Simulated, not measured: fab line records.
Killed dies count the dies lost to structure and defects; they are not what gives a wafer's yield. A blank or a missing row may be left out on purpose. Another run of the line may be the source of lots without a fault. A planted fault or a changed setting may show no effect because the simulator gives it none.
Comparing a struck lot with a sound one -- flow nand harc -- 13 out of 1159 route steps
Sound: the wafers L618.1, L618.3, L618.6. Struck: wafer L615.6; the same lot's L615.3 was not struck, so it is left out; see the end for the cause.
For every step that has rows: the tool of each side, followed by ch and its chambers, followed by its first start. Under that, the readings that differ: sound wafers -- struck wafers -- difference of the means -- sigmas: that difference in standard deviations of wafers without a fault.
alike: a reading whose means differ by less than 2 such deviations, as well as words and numbers matching on both sides. not compared: withheld readings; readings where some wafer has no value; bounds like >300 that might hide an equal value; numbers whose values overlap and for which the record gives no deviation.
Wherever a step has rows on one side only, a row that says differs or no value, or a row with sigmas, the two part there. Non-overlapping numbers with no deviation appear without sigmas and do not part them. A reading missing from all wafers of one side parts the sides only when that side holds two or more wafers.

NHARC_A_SLIT_ETCH_26: etches the open film in C4F8/O2/Ar, time 90 s, target depth 400 nm.
  sound on har etch-01 ch 0,1, day 17 06:26; struck on har etch-02 ch 0, day 16 19:49
  alike: drypump motor current A, showerhead plenum p Torr, throttle valve pct
  not compared: rf hours counter h
then, 1 step without rows for these wafers: NHARC_A_SLIT_STRIP_28 (strips in O2/COS).
NHARC_A_SLIT_ETCH_29: etches the open film in CF4/O2, target depth 100 nm, overetch 10 nm, time 55 s.
  sound on rie diel-06 ch 0,1,2, day 17 07:02; struck on rie diel-07 ch 0, day 16 20:20
  alike: drypump motor current A, oes product au, rf vpp V, showerhead plenum p Torr, throttle valve pct
  not compared: rf hours counter h
NHARC_A_SLIT_STRIP_18: strips in O2.
  sound: rie diel-06 ch 2,3; struck: rie diel-07 ch 2
reading,sound,struck,difference,sigmas
rf vpp V (V),58.5 59.5 59.7,57.4,-1.8,-2
  alike: drypump motor current A, oes product au, showerhead plenum p Torr, throttle valve pct
  not compared: rf hours counter h
then, 2 steps without rows for these wafers: NHARC_A_SLIT_PRECLEAN_19 (cleans in SC1); NHARC_A_SLIT_SRD_20.
NHARC_A_SLIT_CD_MEAS_21:
  sound on cd sem-02 at day 17 07:36; struck on cd sem-03 at day 16 20:52
reading,sound,struck,difference,sigmas
cd nm (nm),289.0 289.2 289.2,290.8,+1.7,+2
then, 3 steps without rows for these wafers: NHARC_A_SIN_REMOVE_WET_00 (chemistry H3PO4, time 15300 s); NHARC_A_SIN_REMOVE_PRECLEAN_01 (cleans in SC1); NHARC_A_SIN_REMOVE_SRD_02.
NHARC_A_SIN_REMOVE_INSPECT_04:
  sound on defect inspect-01 at day 17 15:23; struck on defect inspect-02 at day 17 04:35
  alike: raw defect count
NHARC_A_WL_FILL_ALD_00: deposits Al2O3, target thk 3 nm, pulse time 3 s, ald cycles 30.
  sound on ald hk-01 ch 2,3, day 17 15:27; struck on ald hk-03 ch 1, day 17 04:41
reading,sound,struck,difference,sigmas
ald cycles,30 30 30,40,+10,
heater power w (W),452 433 429,631,+193,+3
  alike: precursor pulse height rel
NHARC_A_WL_FILL_RTA_01: time 5 s.
  sound on rtp anneal-01 ch 0, day 17 15:44; struck on rtp anneal-01 ch 0, day 17 04:58
  alike: wafer_temp_C_max

== WHERE THEY PART ==
At NHARC_A_SLIT_STRIP_18 first; at NHARC_A_WL_FILL_ALD_00 last (within this record only). Later steps at which nothing parts them and some readings are alike: NHARC_A_WL_FILL_RTA_01.

WHY: the cause the simulator had injected
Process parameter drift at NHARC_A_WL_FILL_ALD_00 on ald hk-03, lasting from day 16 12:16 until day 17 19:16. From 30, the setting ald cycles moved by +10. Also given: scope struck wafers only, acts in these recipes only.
